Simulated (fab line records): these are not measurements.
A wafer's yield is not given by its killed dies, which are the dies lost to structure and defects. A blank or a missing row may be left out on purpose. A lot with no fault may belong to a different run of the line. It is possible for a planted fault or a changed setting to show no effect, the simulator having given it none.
Which tool was responsible? ; flow n5Finfet ; 12 lots, 32 wafers sampled, at 3 steps of a route of 1938

== WHAT THE GAUGES READ, wafer by wafer ==
N5_BEOL_M8_CD_MEAS_11: target cd 38.5 nm.
lot;measured;on;cdNm (nm)
L652;day 10 20:32;cdSem-02;38.4 38.3 38.3
L654;day 10 21:10;cdSem-03;38.6 38.2 38.2
L659;day 11 08:11;cdSem-03;37.8 38.8 38.7
L655;day 11 10:43;cdSem-03;38.5 37.8 39.0
L666;day 14 01:49;cdSem-02;38.4 38.2
L669;day 14 16:46;cdSem-02;37.9 38.1
L670;day 14 20:08;cdSem-01;38.5 38.8 38.2
L671;day 15 00:56;cdSem-01;38.7 37.8
L672;day 15 03:59;cdSem-02;38.0 39.0
L673;day 15 07:02;cdSem-01;38.2 38.7 39.3
L675;day 15 23:19;cdSem-02;38.4 39.0 37.9
L674;day 15 23:42;cdSem-02;38.7 37.8 38.0

== EACH LOT AND THE TOOL THAT RAN IT (in order: tool; ch and the chambers of the sampled wafers; start) ==
lot;N5_BEOL_M7_DEGAS_44;N5_BEOL_M8_COAT_05
L652;pvdSputter-03, day 10 14:28;lithoTrack-02 ch 0, day 10 20:10
L654;pvdSputter-01, day 10 16:54;lithoTrack-03 ch 0, day 10 20:48
L659;pvdSputter-03, day 11 04:20;lithoTrack-03 ch 0, day 11 07:49
L655;pvdSputter-03, day 11 04:25;lithoTrack-03 ch 0, day 11 10:22
L666;pvdSputter-03, day 13 22:03;lithoTrack-02 ch 0, day 14 01:26
L669;pvdSputter-01, day 14 11:40;lithoTrack-03 ch 0, day 14 16:23
L670;pvdSputter-01, day 14 15:47;lithoTrack-02 ch 0, day 14 19:53
L671;pvdSputter-01, day 14 20:34;lithoTrack-05 ch 0, day 15 00:35
L672;pvdSputter-02, day 14 22:55;lithoTrack-05 ch 0, day 15 03:37
L673;pvdSputter-03, day 15 00:54;lithoTrack-02 ch 0, day 15 06:40
L675;pvdSputter-02, day 15 17:13;lithoTrack-03 ch 0, day 15 23:04
L674;pvdSputter-02, day 15 17:18;lithoTrack-03 ch 0, day 15 23:20
- N5_BEOL_M7_DEGAS_44: time 60 s.
- N5_BEOL_M8_COAT_05: resist thk 90 nm.

== WHAT THE TOOLS THEMSELVES READ (means of the sampled wafers that have a number; where no wafer has one, the mark that the record gives instead) ==
N5_BEOL_M7_DEGAS_44.
lot;tool;heaterPowerW (W)
L652;pvdSputter-03;341
L654;pvdSputter-01;297
L659;pvdSputter-03;374
L655;pvdSputter-03;349
L666;pvdSputter-03;338
L669;pvdSputter-01;384
L670;pvdSputter-01;295
L671;pvdSputter-01;316
L672;pvdSputter-02;328
L673;pvdSputter-03;349
L675;pvdSputter-02;327
L674;pvdSputter-02;333

N5_BEOL_M8_COAT_05.
lot;tool;resistLineTempC (C);spinSpeedRpm (rpm)
L652;lithoTrack-02;23.03;1499.3
L654;lithoTrack-03;23.07;1499.8
L659;lithoTrack-03;23.04;1673.7
L655;lithoTrack-03;22.95;1671.8
L666;lithoTrack-02;23.02;1498.2
L669;lithoTrack-03;23.01;1500.0
L670;lithoTrack-02;23.00;1500.4
L671;lithoTrack-05;23.04;1500.0
L672;lithoTrack-05;22.84;1501.2
L673;lithoTrack-02;23.11;1501.9
L675;lithoTrack-03;22.88;1501.1
L674;lithoTrack-03;22.96;1500.6

== THE ANSWER, worked out from the rows above alone ==
Rule: the usual values come from the lots themselves. Put in order of their means at a reading, lots are off if they are a third of the lots or fewer, leave a main group of 4 or more, and stand apart from it by a gap of 3 or more times the standard deviation of the main group's means; of several such gaps the widest counts. A main group whose means are all the same, to the digits that the tables above print for the reading, isn't used. Also off: a lot with no number at a reading for which 4 or more lots have one. All remaining lots with rows at the step are treated as sound. First the gauges in route order, then the tools' own readings, where a lot's mean is used as printed above. At the first step where some lot is off, the reading lying furthest off is the one used; lots without a number count as furthest.
Off: L659, L655 (N5_BEOL_M8_COAT_05, spinSpeedRpm). The main group has a mean of 1500.2 rpm with a standard deviation of 1.
If a tool, at that step or one of the process steps before it, ran each lot that is off and ran no sound lot following the first of them, it fits. Of those tried, none fits.

== WHAT THE SIMULATOR PUT IN ==
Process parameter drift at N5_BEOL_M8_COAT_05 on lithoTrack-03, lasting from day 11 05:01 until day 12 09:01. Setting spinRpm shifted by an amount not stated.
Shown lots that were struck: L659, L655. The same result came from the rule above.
